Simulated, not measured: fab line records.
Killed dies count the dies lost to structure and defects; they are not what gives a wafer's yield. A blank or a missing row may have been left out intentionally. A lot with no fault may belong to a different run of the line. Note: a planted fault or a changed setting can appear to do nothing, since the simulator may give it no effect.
Chamber matching ; flow nand harc ; NHARC_P_STI_DESCUM_14 on rie diel-09 has 4 sister chambers
The step chemistry O2, time 3 s. 4 wafers are shown with their chamber, then 7 later ones without.

## EACH WAFER AND ITS CHAMBER
wafer;chamber;drypump motor current A (A)
L082.2;0;5.0
L086.2;2;4.6
L088.2;3;5.6
L088.3;1;5.5

## WAFERS WHOSE CHAMBER IS MISSING
wafer;drypump motor current A (A)
L088.5;5.6
L090.2;5.6
L090.5;4.6
L090.6;5.7
L097.1;4.6
L097.2;5.7
L097.5;5.5

## WHICH CHAMBER EACH ONE RAN IN
wafer;from the rows above;in truth
L088.5;can't be placed: 3 or 1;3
L090.2;can't be placed: 3 or 1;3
L090.5;2;2
L090.6;can't be placed: 3 or 1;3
L097.1;2;2
L097.2;can't be placed: 3 or 1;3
L097.5;can't be placed: 1 or 3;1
Correct placement for 2 of the 7. These rows do not allow placing 5 (true chamber among the candidates in 5). 0 placed wrongly.
How it was worked out, from the rows above alone: a wafer's distance from a chamber is the root of the sum, over the readings, of the square of ((its reading less the chamber's mean) divided by the reading's scatter). If the next closest chamber is less than 2 further off than the closest, the wafer can't be placed; otherwise it belongs to the closest. For every chamber, the mean is computed from those of its wafers that are shown. The scatter: root of mean squared gap, hidden wafer to nearest shown wafer, with one shown wafer a chamber.
